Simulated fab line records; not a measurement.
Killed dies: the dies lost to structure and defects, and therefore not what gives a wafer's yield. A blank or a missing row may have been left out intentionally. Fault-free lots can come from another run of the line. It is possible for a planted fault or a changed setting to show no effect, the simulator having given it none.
What tool caused it? || flow nand harc || 42 wafers from 14 lots sampled at 4 of the route's 1159 steps

WHAT THE GAUGES SHOWED, per wafer
The record lacks any reading of a measuring or inspecting step that a usual standard deviation could be used to judge.

WHAT TOOL EACH LOT RAN ON (gives the tool, then ch and the chambers of the sampled wafers, and finally the start)
{"lot": "L666", "NHARC_A_BLC_STRIP_21": "rie diel-09 ch 0,2,3, day 18 00:53", "NHARC_A_M0_DESCUM_14": "rie diel-10 ch 0,1,2, day 18 08:34", "NHARC_A_M0_PVD_21": "pvd sputter-02, day 18 09:43", "NHARC_A_M0_DEP_32": "pecvd-01 ch 0,1, day 18 11:13"}
{"lot": "L668", "NHARC_A_BLC_STRIP_21": "rie diel-09 ch 2,3, day 18 08:57", "NHARC_A_M0_DESCUM_14": "rie diel-08 ch 0,1,3, day 18 14:16", "NHARC_A_M0_PVD_21": "pvd sputter-03, day 18 15:25", "NHARC_A_M0_DEP_32": "pecvd-04 ch 1,2, day 18 16:55"}
{"lot": "L670", "NHARC_A_BLC_STRIP_21": "rie diel-09 ch 0,1,2, day 18 10:08", "NHARC_A_M0_DESCUM_14": "rie diel-10 ch 0,1,3, day 18 14:41", "NHARC_A_M0_PVD_21": "pvd sputter-01, day 18 15:51", "NHARC_A_M0_DEP_32": "pecvd-04 ch 0,2, day 18 17:24"}
{"lot": "L671", "NHARC_A_BLC_STRIP_21": "rie diel-09 ch 2,3, day 18 21:03", "NHARC_A_M0_DESCUM_14": "rie diel-08 ch 1,2,3, day 19 04:05", "NHARC_A_M0_PVD_21": "pvd sputter-01, day 19 05:14", "NHARC_A_M0_DEP_32": "pecvd-03 ch 0,1, day 19 06:43"}
{"lot": "L673", "NHARC_A_BLC_STRIP_21": "rie diel-04 ch 1,2,3, day 18 23:05", "NHARC_A_M0_DESCUM_14": "rie diel-06 ch 0,2,3, day 19 05:43", "NHARC_A_M0_PVD_21": "pvd sputter-01, day 19 06:50", "NHARC_A_M0_DEP_32": "pecvd-04 ch 0,1,2, day 19 08:19"}
{"lot": "L676", "NHARC_A_BLC_STRIP_21": "rie diel-04 ch 1,2,3, day 19 16:09", "NHARC_A_M0_DESCUM_14": "rie diel-08 ch 0,2,3, day 19 21:04", "NHARC_A_M0_PVD_21": "pvd sputter-03, day 19 22:14", "NHARC_A_M0_DEP_32": "pecvd-01 ch 0,1, day 19 23:49"}
{"lot": "L677", "NHARC_A_BLC_STRIP_21": "rie diel-13 ch 0,2,3, day 20 12:38", "NHARC_A_M0_DESCUM_14": "rie diel-08 ch 0,1,3, day 20 18:11", "NHARC_A_M0_PVD_21": "pvd sputter-03, day 20 19:19", "NHARC_A_M0_DEP_32": "pecvd-01 ch 1,2, day 20 20:52"}
{"lot": "L680", "NHARC_A_BLC_STRIP_21": "rie diel-09 ch 0,2,3, day 20 13:17", "NHARC_A_M0_DESCUM_14": "rie diel-10 ch 0,1,3, day 20 18:34", "NHARC_A_M0_PVD_21": "pvd sputter-01, day 20 19:42", "NHARC_A_M0_DEP_32": "pecvd-04 ch 0,1,2, day 20 21:11"}
{"lot": "L679", "NHARC_A_BLC_STRIP_21": "rie diel-09 ch 0,1,2, day 20 14:36", "NHARC_A_M0_DESCUM_14": "rie diel-06 ch 0,1,2, day 21 03:39", "NHARC_A_M0_PVD_21": "pvd sputter-01, day 21 05:16", "NHARC_A_M0_DEP_32": "pecvd-01 ch 0,1, day 21 06:45"}
{"lot": "L681", "NHARC_A_BLC_STRIP_21": "rie diel-09 ch 1,2,3, day 21 05:44", "NHARC_A_M0_DESCUM_14": "rie diel-06 ch 0,1,3, day 21 12:52", "NHARC_A_M0_PVD_21": "pvd sputter-01, day 21 14:00", "NHARC_A_M0_DEP_32": "pecvd-01 ch 0,1,2, day 21 15:30"}
{"lot": "L686", "NHARC_A_BLC_STRIP_21": "rie diel-13 ch 0,2,3, day 21 15:06", "NHARC_A_M0_DESCUM_14": "rie diel-08 ch 0,1,3, day 21 18:00", "NHARC_A_M0_PVD_21": "pvd sputter-01, day 21 19:09", "NHARC_A_M0_DEP_32": "pecvd-01 ch 0,1,2, day 21 20:38"}
{"lot": "L682", "NHARC_A_BLC_STRIP_21": "rie diel-09 ch 2,3, day 21 18:17", "NHARC_A_M0_DESCUM_14": "rie diel-06 ch 0,2, day 21 21:13", "NHARC_A_M0_PVD_21": "pvd sputter-03, day 21 22:22", "NHARC_A_M0_DEP_32": "pecvd-01 ch 0,1, day 21 23:50"}
{"lot": "L683", "NHARC_A_BLC_STRIP_21": "rie diel-04 ch 0,1, day 22 06:40", "NHARC_A_M0_DESCUM_14": "rie diel-10 ch 0,1,2, day 22 12:17", "NHARC_A_M0_PVD_21": "pvd sputter-03, day 22 13:25", "NHARC_A_M0_DEP_32": "pecvd-04 ch 0,1, day 22 15:00"}
{"lot": "L689", "NHARC_A_BLC_STRIP_21": "rie diel-09 ch 1,3, day 23 22:07", "NHARC_A_M0_DESCUM_14": "rie diel-06 ch 1,2, day 24 04:19", "NHARC_A_M0_PVD_21": "pvd sputter-02, day 24 05:31", "NHARC_A_M0_DEP_32": "pecvd-03 ch 0,1,2, day 24 06:58"}
- NHARC_A_BLC_STRIP_21: strips in O2.
- NHARC_A_M0_DESCUM_14: chemistry O2, time 3 s.
- NHARC_A_M0_PVD_21: deposits Cu, target thk 30 nm, time 20.49 s.
- NHARC_A_M0_DEP_32: deposits SiCN, target thk 30 nm.

AS READ BY THE TOOLS THEMSELVES (means over the sampled wafers that have a number; for cases with no such wafer, the mark the record gives instead)
NHARC_A_BLC_STRIP_21.
{"lot": "L666", "tool": "rie diel-09", "drypump motor current A (A)": 5.7, "oes product au (a.u.)": 0.997, "rf vpp V (V)": 57.7, "showerhead plenum p Torr (Torr)": 3.49, "throttle valve pct (%)": 17.040}
{"lot": "L668", "tool": "rie diel-09", "drypump motor current A (A)": 5.9, "oes product au (a.u.)": 0.989, "rf vpp V (V)": 57.3, "showerhead plenum p Torr (Torr)": 3.57, "throttle valve pct (%)": 17.039}
{"lot": "L670", "tool": "rie diel-09", "drypump motor current A (A)": 5.8, "oes product au (a.u.)": 0.991, "rf vpp V (V)": 58.8, "showerhead plenum p Torr (Torr)": 3.46, "throttle valve pct (%)": 17.045}
{"lot": "L671", "tool": "rie diel-09", "drypump motor current A (A)": 5.8, "oes product au (a.u.)": 0.989, "rf vpp V (V)": 57.9, "showerhead plenum p Torr (Torr)": 3.59, "throttle valve pct (%)": 17.030}
{"lot": "L673", "tool": "rie diel-04", "drypump motor current A (A)": 5.9, "oes product au (a.u.)": 1.009, "rf vpp V (V)": 57.9, "showerhead plenum p Torr (Torr)": 3.48, "throttle valve pct (%)": 17.026}
{"lot": "L676", "tool": "rie diel-04", "drypump motor current A (A)": 5.8, "oes product au (a.u.)": 1.008, "rf vpp V (V)": 58.0, "showerhead plenum p Torr (Torr)": 3.48, "throttle valve pct (%)": 17.036}
{"lot": "L677", "tool": "rie diel-13", "drypump motor current A (A)": 5.6, "oes product au (a.u.)": 1.000, "rf vpp V (V)": 58.8, "showerhead plenum p Torr (Torr)": 3.75, "throttle valve pct (%)": 17.035}
{"lot": "L680", "tool": "rie diel-09", "drypump motor current A (A)": 5.7, "oes product au (a.u.)": 1.002, "rf vpp V (V)": 57.9, "showerhead plenum p Torr (Torr)": 3.48, "throttle valve pct (%)": 17.032}
{"lot": "L679", "tool": "rie diel-09", "drypump motor current A (A)": 5.8, "oes product au (a.u.)": 0.997, "rf vpp V (V)": 57.4, "showerhead plenum p Torr (Torr)": 3.46, "throttle valve pct (%)": 17.025}
{"lot": "L681", "tool": "rie diel-09", "drypump motor current A (A)": 5.9, "oes product au (a.u.)": 0.992, "rf vpp V (V)": 58.6, "showerhead plenum p Torr (Torr)": 3.56, "throttle valve pct (%)": 17.041}
{"lot": "L686", "tool": "rie diel-13", "drypump motor current A (A)": 5.6, "oes product au (a.u.)": 1.007, "rf vpp V (V)": 59.2, "showerhead plenum p Torr (Torr)": 3.74, "throttle valve pct (%)": 17.032}
{"lot": "L682", "tool": "rie diel-09", "drypump motor current A (A)": 5.8, "oes product au (a.u.)": 1.005, "rf vpp V (V)": 57.9, "showerhead plenum p Torr (Torr)": 3.59, "throttle valve pct (%)": 17.032}
{"lot": "L683", "tool": "rie diel-04", "drypump motor current A (A)": 5.7, "oes product au (a.u.)": 1.006, "rf vpp V (V)": 57.9, "showerhead plenum p Torr (Torr)": 3.55, "throttle valve pct (%)": 17.031}
{"lot": "L689", "tool": "rie diel-09", "drypump motor current A (A)": 5.8, "oes product au (a.u.)": 0.998, "rf vpp V (V)": 57.8, "showerhead plenum p Torr (Torr)": 3.58, "throttle valve pct (%)": 17.040}

NHARC_A_M0_DESCUM_14.
{"lot": "L666", "tool": "rie diel-10", "drypump motor current A (A)": 5.3, "oes product au (a.u.)": 0.992, "rf vpp V (V)": 58.1, "showerhead plenum p Torr (Torr)": 1.91, "throttle valve pct (%)": 11.311}
{"lot": "L668", "tool": "rie diel-08", "drypump motor current A (A)": 5.5, "oes product au (a.u.)": 1.014, "rf vpp V (V)": 58.0, "showerhead plenum p Torr (Torr)": 1.93, "throttle valve pct (%)": 11.319}
{"lot": "L670", "tool": "rie diel-10", "drypump motor current A (A)": 5.9, "oes product au (a.u.)": 0.996, "rf vpp V (V)": 57.8, "showerhead plenum p Torr (Torr)": 1.89, "throttle valve pct (%)": 11.304}
{"lot": "L671", "tool": "rie diel-08", "drypump motor current A (A)": 5.7, "oes product au (a.u.)": 1.002, "rf vpp V (V)": 57.5, "showerhead plenum p Torr (Torr)": 1.93, "throttle valve pct (%)": 11.308}
{"lot": "L673", "tool": "rie diel-06", "drypump motor current A (A)": 6.3, "oes product au (a.u.)": 1.011, "rf vpp V (V)": 57.8, "showerhead plenum p Torr (Torr)": 1.89, "throttle valve pct (%)": 11.303}
{"lot": "L676", "tool": "rie diel-08", "drypump motor current A (A)": 5.7, "oes product au (a.u.)": 1.013, "rf vpp V (V)": 58.0, "showerhead plenum p Torr (Torr)": 1.87, "throttle valve pct (%)": 11.323}
{"lot": "L677", "tool": "rie diel-08", "drypump motor current A (A)": 5.5, "oes product au (a.u.)": 1.006, "rf vpp V (V)": 56.9, "showerhead plenum p Torr (Torr)": 1.93, "throttle valve pct (%)": 11.308}
{"lot": "L680", "tool": "rie diel-10", "drypump motor current A (A)": 5.9, "oes product au (a.u.)": 0.989, "rf vpp V (V)": 58.1, "showerhead plenum p Torr (Torr)": 1.89, "throttle valve pct (%)": 11.312}
{"lot": "L679", "tool": "rie diel-06", "drypump motor current A (A)": 5.6, "oes product au (a.u.)": 1.004, "rf vpp V (V)": 57.9, "showerhead plenum p Torr (Torr)": 1.92, "throttle valve pct (%)": 11.313}
{"lot": "L681", "tool": "rie diel-06", "drypump motor current A (A)": 6.0, "oes product au (a.u.)": 1.013, "rf vpp V (V)": 57.9, "showerhead plenum p Torr (Torr)": 1.92, "throttle valve pct (%)": 11.312}
{"lot": "L686", "tool": "rie diel-08", "drypump motor current A (A)": 5.5, "oes product au (a.u.)": 1.010, "rf vpp V (V)": 57.8, "showerhead plenum p Torr (Torr)": 1.93, "throttle valve pct (%)": 11.317}
{"lot": "L682", "tool": "rie diel-06", "drypump motor current A (A)": 6.0, "oes product au (a.u.)": 1.007, "rf vpp V (V)": 57.6, "showerhead plenum p Torr (Torr)": 1.88, "throttle valve pct (%)": 11.308}
{"lot": "L683", "tool": "rie diel-10", "drypump motor current A (A)": 5.3, "oes product au (a.u.)": 0.992, "rf vpp V (V)": 57.7, "showerhead plenum p Torr (Torr)": 1.90, "throttle valve pct (%)": 11.317}
{"lot": "L689", "tool": "rie diel-06", "drypump motor current A (A)": 5.1, "oes product au (a.u.)": 1.003, "rf vpp V (V)": 57.1, "showerhead plenum p Torr (Torr)": 1.91, "throttle valve pct (%)": 11.306}

NHARC_A_M0_PVD_21.
{"lot": "L666", "tool": "pvd sputter-02", "cathode dc power W (W)": 4999.5, "chamber pressure pa (Pa)": 4.997, "throttle valve pct (%)": 29.4}
{"lot": "L668", "tool": "pvd sputter-03", "cathode dc power W (W)": 5000.7, "chamber pressure pa (Pa)": 5.011, "throttle valve pct (%)": 29.3}
{"lot": "L670", "tool": "pvd sputter-01", "cathode dc power W (W)": 5000.4, "chamber pressure pa (Pa)": 5.008, "throttle valve pct (%)": 30.5}
{"lot": "L671", "tool": "pvd sputter-01", "cathode dc power W (W)": "-", "chamber pressure pa (Pa)": "-", "throttle valve pct (%)": "-"}
{"lot": "L673", "tool": "pvd sputter-01", "cathode dc power W (W)": "-", "chamber pressure pa (Pa)": "-", "throttle valve pct (%)": "-"}
{"lot": "L676", "tool": "pvd sputter-03", "cathode dc power W (W)": 4999.9, "chamber pressure pa (Pa)": 5.000, "throttle valve pct (%)": 29.4}
{"lot": "L677", "tool": "pvd sputter-03", "cathode dc power W (W)": 5000.7, "chamber pressure pa (Pa)": 4.988, "throttle valve pct (%)": 28.8}
{"lot": "L680", "tool": "pvd sputter-01", "cathode dc power W (W)": 5000.4, "chamber pressure pa (Pa)": 5.004, "throttle valve pct (%)": 30.5}
{"lot": "L679", "tool": "pvd sputter-01", "cathode dc power W (W)": 5000.1, "chamber pressure pa (Pa)": 5.004, "throttle valve pct (%)": 30.3}
{"lot": "L681", "tool": "pvd sputter-01", "cathode dc power W (W)": 4999.6, "chamber pressure pa (Pa)": 5.005, "throttle valve pct (%)": 31.0}
{"lot": "L686", "tool": "pvd sputter-01", "cathode dc power W (W)": 5000.1, "chamber pressure pa (Pa)": 4.996, "throttle valve pct (%)": 31.3}
{"lot": "L682", "tool": "pvd sputter-03", "cathode dc power W (W)": 4999.9, "chamber pressure pa (Pa)": 4.996, "throttle valve pct (%)": 30.1}
{"lot": "L683", "tool": "pvd sputter-03", "cathode dc power W (W)": 5000.5, "chamber pressure pa (Pa)": 4.992, "throttle valve pct (%)": 28.6}
{"lot": "L689", "tool": "pvd sputter-02", "cathode dc power W (W)": 4999.6, "chamber pressure pa (Pa)": 5.009, "throttle valve pct (%)": 29.6}

NHARC_A_M0_DEP_32.
{"lot": "L666", "tool": "pecvd-01", "heater power w (W)": 533, "rf fwd power W (W)": 448.1}
{"lot": "L668", "tool": "pecvd-04", "heater power w (W)": 609, "rf fwd power W (W)": 447.4}
{"lot": "L670", "tool": "pecvd-04", "heater power w (W)": 676, "rf fwd power W (W)": 448.4}
{"lot": "L671", "tool": "pecvd-03", "heater power w (W)": 533, "rf fwd power W (W)": 448.2}
{"lot": "L673", "tool": "pecvd-04", "heater power w (W)": 624, "rf fwd power W (W)": 449.2}
{"lot": "L676", "tool": "pecvd-01", "heater power w (W)": 506, "rf fwd power W (W)": 449.5}
{"lot": "L677", "tool": "pecvd-01", "heater power w (W)": 507, "rf fwd power W (W)": 449.4}
{"lot": "L680", "tool": "pecvd-04", "heater power w (W)": 636, "rf fwd power W (W)": 448.1}
{"lot": "L679", "tool": "pecvd-01", "heater power w (W)": 544, "rf fwd power W (W)": 449.2}
{"lot": "L681", "tool": "pecvd-01", "heater power w (W)": 523, "rf fwd power W (W)": 448.6}
{"lot": "L686", "tool": "pecvd-01", "heater power w (W)": 491, "rf fwd power W (W)": 448.6}
{"lot": "L682", "tool": "pecvd-01", "heater power w (W)": 490, "rf fwd power W (W)": 449.3}
{"lot": "L683", "tool": "pecvd-04", "heater power w (W)": 599, "rf fwd power W (W)": 448.9}
{"lot": "L689", "tool": "pecvd-03", "heater power w (W)": 515, "rf fwd power W (W)": 447.0}

THE ANSWER, worked out from the rows above alone
Rule: the lots themselves supply what counts as usual. The widest of any qualifying gaps counts: lots, ordered by their means at a reading, are off when they make up no more than a third of the lots, leave a main group of 4 or more, and stand apart from it by 3 or more times the standard deviation of that group's means. A main group whose means are all the same, to the digits that the tables above print for the reading, isn't used. A lot without any number at a reading at which 4 lots or more have one is off too. Any other lot the step has rows for is counted as sound. The gauges are gone through in route order, then the tools' own readings, and for those a lot's mean is taken as printed above. At the first step where some lot is off, the reading lying furthest off is the one used; lots without a number count as furthest.
Off: L671, L673, at NHARC_A_M0_PVD_21 (cathode dc power W). Without a number there: L671, L673. Main group: mean 5000.1 W, sd 0.41.
A tool fits if, at that step or a process step before it, it ran every lot that is off, and no sound lot after the first of them. Of those tried, none fits.

WHAT HAD BEEN PUT IN BY THE SIMULATOR
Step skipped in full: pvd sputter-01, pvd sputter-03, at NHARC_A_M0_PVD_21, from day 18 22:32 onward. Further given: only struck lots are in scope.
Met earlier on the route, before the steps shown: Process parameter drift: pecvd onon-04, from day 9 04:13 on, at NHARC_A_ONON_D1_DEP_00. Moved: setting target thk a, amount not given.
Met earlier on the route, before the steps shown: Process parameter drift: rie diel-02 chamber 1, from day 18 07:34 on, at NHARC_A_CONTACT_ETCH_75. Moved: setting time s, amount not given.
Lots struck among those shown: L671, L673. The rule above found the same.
